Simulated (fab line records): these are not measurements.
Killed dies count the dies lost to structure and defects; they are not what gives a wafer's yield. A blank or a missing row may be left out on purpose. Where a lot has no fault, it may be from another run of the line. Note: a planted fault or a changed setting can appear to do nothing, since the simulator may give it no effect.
Which tool was responsible? -- flow n5_finfet -- Sampling: 12 lots, 36 wafers, 4 of 1938 route steps

== WHAT THE GAUGES SHOWED, per wafer ==
N5_BEOL_M7_CD_MEAS_18: pitch 80 nm, target cd 40 nm. Usual: 40.0 nm for cd_nm, sd 0.54.
lot,measured,on,cd_nm (nm),flag
L172,day 9 16:50,cd_sem-03,40.4 39.8 39.6,
L175,day 9 20:06,cd_sem-01,39.7 40.0 39.5,
L173,day 10 03:02,cd_sem-01,39.7 39.2 39.2,
L176,day 10 12:05,cd_sem-01,40.0 39.4 39.1,
L178,day 11 13:50,cd_sem-02,39.6 39.6 39.2,
L181,day 11 16:43,cd_sem-02,39.7 39.9 39.4,
L182,day 11 19:31,cd_sem-02,40.4 39.7 40.0,
L185,day 12 14:00,cd_sem-03,40.2 40.4 39.8,
L186,day 12 17:05,cd_sem-02,40.2 40.6 40.6,
L188,day 13 22:11,cd_sem-03,40.4 39.7 40.7,
L193,day 14 14:53,cd_sem-02,40.2 39.9 40.0,
L194,day 14 20:54,cd_sem-03,40.2 39.9 39.3,

N5_BEOL_M7_OVL_MEAS_29. Usual: V6_OVL typically reads 0.2 nm, with standard deviation 0.75.
lot,measured,on,V6_OVL (nm),flag
L172,day 9 18:25,overlay-02,-0.1 0.5 1.2,
L175,day 9 21:26,overlay-02,0.2 1.3 0.7,
L173,day 10 04:45,overlay-01,0.1 0.4 0.0,
L176,day 10 12:58,overlay-01,-0.5 -0.8 -1.9,
L178,day 11 14:16,overlay-02,0.7 0.7 -0.2,
L181,day 11 18:06,overlay-02,0.6 -1.2 -0.7,
L182,day 11 20:35,overlay-02,0.2 -0.2 1.5,
L185,day 12 15:37,overlay-02,0.4 0.6 0.5,
L186,day 12 17:29,overlay-02,0.8 0.6 0.0,
L188,day 13 22:36,overlay-01,0.2 0.4 0.8,
L193,day 14 15:21,overlay-01,0.3 -0.5 -0.7,
L194,day 14 21:48,overlay-01,-0.3 0.6 1.6,

== WHICH TOOL RAN EACH LOT (tool, then ch and the chambers of the sampled wafers, then the start) ==
lot,N5_BEOL_M7_HM_DEP_02,N5_BEOL_M7_COAT_71
L172,"pvd_sputter-01, day 9 15:49","litho_track-04 ch 0, day 9 18:07"
L175,"pvd_sputter-01, day 9 19:08","litho_track-03 ch 0, day 9 21:08"
L173,"pvd_sputter-01, day 10 01:51","litho_track-04 ch 0, day 10 04:19"
L176,"pvd_sputter-01, day 10 11:02","litho_track-02 ch 0, day 10 12:38"
L178,"pvd_sputter-02, day 11 12:47","litho_track-02 ch 0, day 11 13:58"
L181,"pvd_sputter-02, day 11 15:38","litho_track-03 ch 0, day 11 17:41"
L182,"pvd_sputter-02, day 11 18:25","litho_track-02 ch 0, day 11 20:09"
L185,"pvd_sputter-03, day 12 12:44","litho_track-02 ch 0, day 12 15:17"
L186,"pvd_sputter-02, day 12 16:10","litho_track-03 ch 0, day 12 17:12"
L188,"pvd_sputter-01, day 13 20:43","litho_track-02 ch 0, day 13 22:19"
L193,"pvd_sputter-03, day 14 13:34","litho_track-04 ch 0, day 14 14:56"
L194,"pvd_sputter-02, day 14 19:59","litho_track-04 ch 0, day 14 21:23"
- N5_BEOL_M7_HM_DEP_02: deposits TiN, target thk 20 nm.
- N5_BEOL_M7_COAT_71: time 60 s, resist thk 5 nm.

== AS READ BY THE TOOLS THEMSELVES (means over the sampled wafers that have a number; for cases with no such wafer, the mark the record gives instead) ==
N5_BEOL_M7_HM_DEP_02. Usual: susceptor_temp_C 24.99 C, standard deviation 0.1; throttle_valve_pct 29.8 %, standard deviation 0.98.
lot,tool,susceptor_temp_C (C),throttle_valve_pct (%),flag
L172,pvd_sputter-01,25.05,30.5,
L175,pvd_sputter-01,25.05,30.2,
L173,pvd_sputter-01,24.95,29.4,
L176,pvd_sputter-01,25.04,29.7,
L178,pvd_sputter-02,24.95,29.8,
L181,pvd_sputter-02,24.94,29.5,
L182,pvd_sputter-02,25.02,29.9,
L185,pvd_sputter-03,25.04,30.1,
L186,pvd_sputter-02,25.05,29.6,
L188,pvd_sputter-01,24.96,31.0,
L193,pvd_sputter-03,24.90,30.6,
L194,pvd_sputter-02,24.95,30.0,

N5_BEOL_M7_COAT_71. Usual: 1500.0 rpm for spin_speed_rpm, sd 1.1.
lot,tool,spin_speed_rpm (rpm),flag
L172,litho_track-04,1500.0,
L175,litho_track-03,1499.4,
L173,litho_track-04,1501.3,
L176,litho_track-02,1500.6,
L178,litho_track-02,1500.3,
L181,litho_track-03,1498.3,
L182,litho_track-02,1498.9,
L185,litho_track-02,1409.6,OFF
L186,litho_track-03,1500.4,
L188,litho_track-02,1412.1,OFF
L193,litho_track-04,1499.8,
L194,litho_track-04,1500.5,

== THE ANSWER, worked out from the rows above alone ==
Rule: take the mean of a lot's wafers that have a number; if it is more than 3 standard deviations from the usual mean, the lot is off. Also off: a lot with no number at a reading for which 4 or more lots have one. The other lots that the step has rows for count as sound. Order of review: gauges by route order, followed by the tools' own readings, for which a lot's mean as printed above is used. The first step at which some lot is off is used, and at that step the reading that is off furthest; a lot without a number counts as furthest.
Off: L185, L188, at N5_BEOL_M7_COAT_71 (spin_speed_rpm).
A tool fits if, at that step or a process step before it, it ran every lot that is off, and no sound lot after the first of them. One candidate fits, namely litho_track-02 at N5_BEOL_M7_COAT_71. Its last sound lot is L182 (day 11 20:09), its first lot that is off L185 (day 12 15:17): a fault that began between those two fits.
On the lots that are off, the tool's own readings at N5_BEOL_M7_COAT_71 differ by more than 5 times the standard deviation of the sound lots' means, which bears it out; spin_speed_rpm reads 1410.8 rpm there versus 1500.0 rpm on the sound lots.

== WHAT WAS PUT IN BY THE SIMULATOR ==
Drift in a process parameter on litho_track-02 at N5_BEOL_M7_COAT_71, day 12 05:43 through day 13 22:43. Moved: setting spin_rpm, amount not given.
Struck lots among those shown: L185, L188. This agrees with what the rule above found.
